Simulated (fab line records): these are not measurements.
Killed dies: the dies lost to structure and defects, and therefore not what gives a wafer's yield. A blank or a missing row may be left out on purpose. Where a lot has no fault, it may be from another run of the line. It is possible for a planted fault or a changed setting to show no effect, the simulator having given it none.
A struck lot beside a sound one    flow nand-harc    14 out of 1302 route steps
Sound: wafers L912.1, L912.3, L912.4. Wafers struck: L917.3, L917.4, L917.5. Last of all comes the cause.
Each step with rows lists, per side, the tool, then ch with its chambers, then its first start. Under that, the readings that differ: sound wafers    struck wafers    difference of the means    sigmas: that difference in standard deviations of wafers without a fault.
alike: readings with means less than 2 such deviations apart, plus words and numbers identical on both sides. not compared: withheld readings, readings lacking a value on some wafer, bounds such as >300 that could conceal the same value, and numbers that have no deviation in the record and whose values overlap.
Wherever a step has rows on one side only, a row that says differs or no value, or a row with sigmas, the two part there. When numbers do not overlap yet have no deviation, they are printed without sigmas and do not part them. Lack of a reading on every wafer of one side parts them only where that side has two or more wafers.

NHARC_A_CHANNEL_FILL_D2_ALD_03: deposits SiNx, target thk 6 nm, pulse time 60 s, ald cycles 58.
  sound: ald-sin-batch-03 ch 0; struck: ald-sin-batch-01 ch 0
  alike: precursor-pulse-height-rel
then, 1 step without rows for these wafers: NHARC_A_CHANNEL_FILL_D2_ALD_14 (deposits SiO2, target thk 2.5 nm, pulse time 10 s, ald cycles 25).
NHARC_A_CHANNEL_FILL_D2_ALD_15: deposits SiNx, target thk 2 nm, pulse time 60 s, ald cycles 19.
  sound: ald-sin-batch-01 ch 0; struck: ald-sin-batch-02 ch 0
  alike: precursor-pulse-height-rel
NHARC_A_CHANNEL_FILL_D2_ALD_16: deposits SiO2, target thk 1.5 nm, pulse time 10 s, ald cycles 15.
  sound on ald-hk-01 ch 0,2,3, day 16 00:10; struck on ald-hk-04 ch 0,2,3, day 18 01:59
  alike: heater-power-w, precursor-pulse-height-rel
then, 2 steps without rows for these wafers: NHARC_A_CHANNEL_FILL_D2_ANNEAL_17 (time 1800 s); NHARC_A_CHANNEL_FILL_D2_CVD_18 (deposits poly-Si, target thk 3 nm).
NHARC_A_CHANNEL_FILL_D2_ETCHBACK_19: etches the open film in HBr/Cl2, target depth 5 nm, time 1.7 s.
  sound on rie-si-04 ch 0,1,3, day 16 11:59; struck on rie-si-05 ch 0,1,3, day 18 13:21
  alike: drypump-motor-current-A, oes-product-au, throttle-valve-pct
  not compared: rf-hours-counter-h
NHARC_A_CHANNEL_FILL_D2_ETCHBACK_20: etches the open film in C4F8/O2/Ar, target depth 27 nm, time 13.5 s.
  sound on rie-diel-11 ch 0,1,3, day 16 12:07; struck on rie-diel-11 ch 0,2, day 18 13:30
  alike: oes-product-au, rf-vpp-V
  not compared: rf-hours-counter-h
then, 4 steps without rows for these wafers: NHARC_A_CHANNEL_FILL_D2_STRIP_28 (strips in O2, time 20 s); NHARC_A_CHANNEL_FILL_D2_PRECLEAN_21 (cleans in dHF, time 30 s); NHARC_A_CHANNEL_FILL_D2_SRD_23; NHARC_A_CHANNEL_FILL_D2_CVD_05 (deposits poly-Si, target thk 5 nm).
NHARC_A_CHANNEL_FILL_D2_ANNEAL_22: time 7200 s.
  sound on furnace-06 ch 0, day 16 20:01; struck on furnace-06 ch 0, day 18 21:26
reading                    sound                 struck                difference  sigmas
spike-tc-bottom-C (C)      641.7 640.2 642.3     677.1 677.2 677.4     +35.8       +24
spike-tc-centre-C (C)      620.6 619.3 621.3     655.3 656.8 654.7     +35.2       +36
spike-tc-lower-C (C)       620.3 619.8 617.7     655.6 655.7 653.5     +35.7       +30
spike-tc-top-C (C)         642.5 642.5 641.2     677.5 676.1 676.7     +34.7       +19
spike-tc-upper-C (C)       619.5 618.5 619.0     653.9 653.4 654.2     +34.8       +29
tube-center-temp-C (C)     620.02 619.93 619.99  654.49 654.41 654.44  +34.47      +99 or more
tube_center_temp_C_max     621.64 621.34 621.43  656.39 656.10 656.34  +34.81      +99 or more
zone-power-bottom-pct (%)  11.67 11.72 11.40     12.70 12.65 12.71     +1.09       +5
  alike: zone-power-lower-pct
-- jump in the record: it breaks off in module A_CHANNEL_FILL_D2 and resumes in module END (first step shown: number 1302 of the route), and 9 days separate the struck wafers' starts before and after --
NHARC_END_SORT_01:
  at this point the record logs the struck wafers (prober-02 ch 0, day 28 03:50) and has no rows for the sound ones

## WHERE THEY PART
At NHARC_A_CHANNEL_FILL_D2_ANNEAL_22 first; at NHARC_END_SORT_01 last (within this record only).

WHY: what the simulator had put in
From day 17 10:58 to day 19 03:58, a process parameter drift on furnace-06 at NHARC_A_CHANNEL_FILL_D2_ANNEAL_22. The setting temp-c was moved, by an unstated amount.
